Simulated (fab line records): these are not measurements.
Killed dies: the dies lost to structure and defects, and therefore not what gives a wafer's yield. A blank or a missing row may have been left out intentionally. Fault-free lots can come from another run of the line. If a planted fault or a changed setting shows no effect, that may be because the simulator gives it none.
A struck lot beside a sound one	flow nand-harc	15 out of 1302 route steps
Sound: wafers L376.2, L376.4, L376.6. Struck: wafers L380.3, L380.6. (L380.2 of the same lot was not struck and is left out.) The cause comes at the end.
Order at every step that has rows: each side's tool, ch and its chambers, its first start. Under that, the readings that differ: sound wafers	struck wafers	difference of the means	sigmas: that difference in standard deviations of wafers without a fault.
alike: words and numbers the same on both sides, and readings whose means are apart by under 2 such deviations; not compared: readings that were withheld, readings missing a value for some wafer, numbers with overlapping values and no deviation given by the record, and bounds like >300 which may hide the same value.
A row with sigmas, a row that says differs or no value, or rows on one side alone: a step with any of these is where the two part. When numbers do not overlap yet have no deviation, they are printed without sigmas and do not part them. A reading missing from all wafers of one side parts the sides only when that side holds two or more wafers.

first, 1 step without rows for these wafers: NHARC_A_ONON_D1_DEP_00 (target thk 1000 nm).
NHARC_A_ONON_D1_THK_MEAS_02: measures by ellipsometry.
  sound on film-metro-01 at day 8 23:13; struck on film-metro-02 at day 10 03:52
reading	sound	struck	difference	sigmas
thk-nm (nm)	1008 1009 1007	988 987	-20	-2
then NHARC_A_ONON_D1_DEP_03 (target thk 1000 nm), 1 step lacking rows for these wafers.
NHARC_A_ONON_D1_THK_MEAS_05: measures by ellipsometry.
  sound on film-metro-01 at day 8 23:47; struck on film-metro-01 at day 10 04:27
  alike: thk-nm
then NHARC_A_ONON_D1_DEP_06 (target thk 1000 nm), 1 step lacking rows for these wafers.
NHARC_A_ONON_D1_THK_MEAS_08: measures by ellipsometry.
  sound on film-metro-02 at day 9 00:21; struck on film-metro-01 at day 10 05:01
  alike: thk-nm
then NHARC_A_ONON_D1_DEP_09 (target thk 1000 nm), 1 step lacking rows for these wafers.
NHARC_A_ONON_D1_THK_MEAS_11: measures by ellipsometry.
  sound on film-metro-01 at day 9 00:55; struck on film-metro-01 at day 10 05:35
  alike: thk-nm
then NHARC_A_ONON_D1_DEP_12 (target thk 1000 nm), 1 step lacking rows for these wafers.
NHARC_A_ONON_D1_THK_MEAS_14: measures by ellipsometry.
  sound on film-metro-02 at day 9 01:29; struck on film-metro-01 at day 10 06:09
  alike: thk-nm
then, 1 step without rows for these wafers: NHARC_A_ONON_D1_ANNEAL_15 (time 3600 s).
NHARC_A_ONON_D1_DEP_16: target thk 1000 nm.
  sound on pecvd-onon-04 ch 0, day 9 11:32; struck on pecvd-onon-01 ch 0, day 10 14:10
NHARC_A_ONON_D1_THK_MEAS_18: measures by ellipsometry.
  sound on film-metro-02 at day 9 11:59; struck on film-metro-02 at day 10 14:38
reading	sound	struck	difference	sigmas
thk-nm (nm)	989 987 989	701 701	-287	-31
then NHARC_A_ONON_D1_DEP_19 (target thk 1000 nm), 1 step lacking rows for these wafers.
-- jump in the record: it breaks off in module A_ONON_D1 and resumes in module END (first step shown: number 1302 of the route), and 17 days separate the struck wafers' starts before and after --
NHARC_END_SORT_01:
  sound on prober-01 ch 0, day 25 16:04; struck on prober-02 ch 0, day 27 04:49
reading	sound	struck	difference	sigmas
killed-at-array	52 35 49	671 671	+626	+37
killed-dies	52 40 54	677 677	+628	+35
  alike: killed-at-other, killed-at-periphery, killed-open, killed-short

WHERE THEY PART
Last at NHARC_END_SORT_01 as far as this record goes, first at NHARC_A_ONON_D1_THK_MEAS_02.

WHY: what had been put in by the simulator
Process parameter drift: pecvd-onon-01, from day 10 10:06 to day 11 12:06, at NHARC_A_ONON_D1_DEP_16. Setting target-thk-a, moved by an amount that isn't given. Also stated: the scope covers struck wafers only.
